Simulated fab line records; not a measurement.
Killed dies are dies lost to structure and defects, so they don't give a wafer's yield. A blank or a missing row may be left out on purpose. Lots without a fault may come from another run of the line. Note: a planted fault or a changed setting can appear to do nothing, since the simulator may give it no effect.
What tool caused it?    flow nand-harc    12 lots, 36 wafers sampled, at 5 steps of a route of 1302

== WHAT THE GAUGES READ, wafer by wafer ==
NHARC_THIN_TSV_THK_MEAS_02: measures by ir. Usual: thk-nm 3014 nm, standard deviation 220.
lot   measured      on             thk-nm (nm)     flag
L684  day 24 02:38  film-metro-01  3241 3409 3143  
L685  day 24 01:26  film-metro-02  2886 2821 2890  
L686  day 24 19:23  film-metro-01  2984 2811 2973  
L687  day 24 20:35  film-metro-01  2890 3150 2792  
L688  day 25 15:44  film-metro-02  2885 2904 3117  
L689  day 26 11:11  film-metro-02  3130 3324 3429  
L690  day 26 02:53  film-metro-02  3178 2815 2619  
L693  day 27 21:12  film-metro-01  3082 3486 3156  
L697  day 30 02:23  film-metro-02  2824 3007 2928  
L699  day 30 01:11  film-metro-02  2659 2663 3036  
L702  day 32 01:30  film-metro-02  2795 3130 3244  
L707  day 33 09:05  film-metro-02  3306 2654 3227  

NHARC_END_SORT_01. Usual: defect-limited-yield is 89.8 % with standard deviation 2.9, killed-at-array is 65 with standard deviation 19, killed-at-other is 0.9 with standard deviation 1.1, killed-at-periphery is 3.5 with standard deviation 2.3, killed-dies is 69 with standard deviation 19, killed-open is 3.2 with standard deviation 1.8, and killed-short is 2.4 with standard deviation 1.5.
lot   measured      on         defect-limited-yield (%)  killed-at-array  killed-at-other  killed-at-periphery  killed-dies  killed-open  killed-short  flag
L697  day 30 18:44  prober-02  14.5 92.5 12.7            31 45 33         0 0 0            548 6 558            579 51 591   2 2 0        1 4 0         OFF
L699  day 30 20:21  prober-01  95.7 94.8 13.1            25 34 17         0 0 0            4 1 571              29 35 588    1 3 1        1 1 6         OFF

== EACH LOT AND THE TOOL THAT RAN IT (in order: tool; ch and the chambers of the sampled wafers; start) ==
lot   NHARC_P_M0_ECD_22               NHARC_THIN_TSV_DEGAS_53       NHARC_THIN_TSV_ETCH_36
L684  ecd-cu-02 ch 0,1, day 6 07:29   pvd-sputter-03, day 24 08:27  rie-metal-01 ch 0,1, day 24 09:59
L685  ecd-cu-02 ch 0,1, day 6 14:24   pvd-sputter-02, day 24 07:35  rie-metal-03 ch 0,1, day 24 09:10
L686  ecd-cu-02 ch 0,1, day 7 00:35   pvd-sputter-01, day 25 01:20  rie-metal-03 ch 0,1, day 25 03:03
L687  ecd-cu-01 ch 0, day 7 13:30     pvd-sputter-01, day 25 02:28  rie-metal-03 ch 0,1, day 25 04:10
L688  ecd-cu-02 ch 0,1, day 7 21:05   pvd-sputter-02, day 25 21:52  rie-metal-01 ch 0,1, day 25 23:32
L689  ecd-cu-02 ch 0,1, day 8 09:53   pvd-sputter-02, day 26 17:01  rie-metal-02 ch 0,1, day 26 18:43
L690  ecd-cu-01 ch 1, day 8 15:44     pvd-sputter-01, day 26 08:34  rie-metal-03 ch 0,1, day 26 10:16
L693  ecd-cu-01 ch 0,1, day 9 23:13   pvd-sputter-01, day 28 03:02  rie-metal-03 ch 0,1, day 28 04:42
L697  ecd-cu-02 ch 0,1, day 12 01:38  pvd-sputter-01, day 30 08:22  rie-metal-02 ch 0,1, day 30 10:02
L699  ecd-cu-02 ch 0,1, day 12 23:07  pvd-sputter-01, day 30 07:35  rie-metal-01 ch 0,1, day 30 09:08
L702  ecd-cu-01 ch 0,1, day 14 01:15  pvd-sputter-02, day 32 07:18  rie-metal-03 ch 0,1, day 32 08:52
L707  ecd-cu-02 ch 0,1, day 15 15:05  pvd-sputter-01, day 33 15:14  rie-metal-01 ch 0,1, day 33 16:47
- NHARC_P_M0_ECD_22: material Cu, target thk 400 nm.
- NHARC_THIN_TSV_DEGAS_53: time 60 s.
- NHARC_THIN_TSV_ETCH_36: etches the open film in Cl2/BCl3, target depth 65 nm, time 18.571 s.

== WHAT THE TOOLS THEMSELVES READ (means of the sampled wafers that have a number; where no wafer has one, the mark that the record gives instead) ==
NHARC_THIN_TSV_DEGAS_53. Usual: heater-power-w 476 W, standard deviation 33.
lot   tool            heater-power-w (W)  flag
L684  pvd-sputter-03  468                 
L685  pvd-sputter-02  484                 
L686  pvd-sputter-01  453                 
L687  pvd-sputter-01  459                 
L688  pvd-sputter-02  494                 
L689  pvd-sputter-02  488                 
L690  pvd-sputter-01  469                 
L693  pvd-sputter-01  453                 
L697  pvd-sputter-01  450                 
L699  pvd-sputter-01  466                 
L702  pvd-sputter-02  536                 
L707  pvd-sputter-01  461                 

NHARC_THIN_TSV_ETCH_36. Usual: drypump-motor-current-A 5.4 A, standard deviation 0.51; oes-product-au 0.999 a.u., standard deviation 0.0082.
lot   tool          drypump-motor-current-A (A)  oes-product-au (a.u.)  flag
L684  rie-metal-01  5.3                          0.983                  
L685  rie-metal-03  5.6                          0.999                  
L686  rie-metal-03  5.9                          0.996                  
L687  rie-metal-03  5.8                          0.998                  
L688  rie-metal-01  5.3                          1.002                  
L689  rie-metal-02  4.8                          0.991                  
L690  rie-metal-03  5.6                          0.989                  
L693  rie-metal-03  5.8                          0.992                  
L697  rie-metal-02  4.7                          1.008                  
L699  rie-metal-01  5.3                          0.994                  
L702  rie-metal-03  5.9                          0.994                  
L707  rie-metal-01  5.3                          1.002                  

== THE ANSWER, worked out from the rows above alone ==
Rule: lot off if the mean of its wafers having a number is beyond 3 standard deviations from the usual mean. Also off: a lot with no number at a reading for which 4 or more lots have one. The other lots that the step has rows for count as sound. First the gauges in route order, then the tools' own readings, where a lot's mean is used as printed above. The first step at which some lot is off is used, and at that step the reading that is off furthest; a lot without a number counts as furthest.
Off: L697, L699, at NHARC_END_SORT_01 (killed-at-periphery). Neither off nor sound, because the step has no rows for them: L684, L685, L686, L687, L688, L689, L690, L693, L702, L707.
If a tool, at a process step before that reading, ran all the lots that are off and no sound lot after the first of them, it fits. The gauges at NHARC_END_SORT_01 are tried like those tools. Can't be told from this: 2 tools fit, ecd-cu-02 at NHARC_P_M0_ECD_22, pvd-sputter-01 at NHARC_THIN_TSV_DEGAS_53.

== WHAT THE SIMULATOR HAD INSERTED ==
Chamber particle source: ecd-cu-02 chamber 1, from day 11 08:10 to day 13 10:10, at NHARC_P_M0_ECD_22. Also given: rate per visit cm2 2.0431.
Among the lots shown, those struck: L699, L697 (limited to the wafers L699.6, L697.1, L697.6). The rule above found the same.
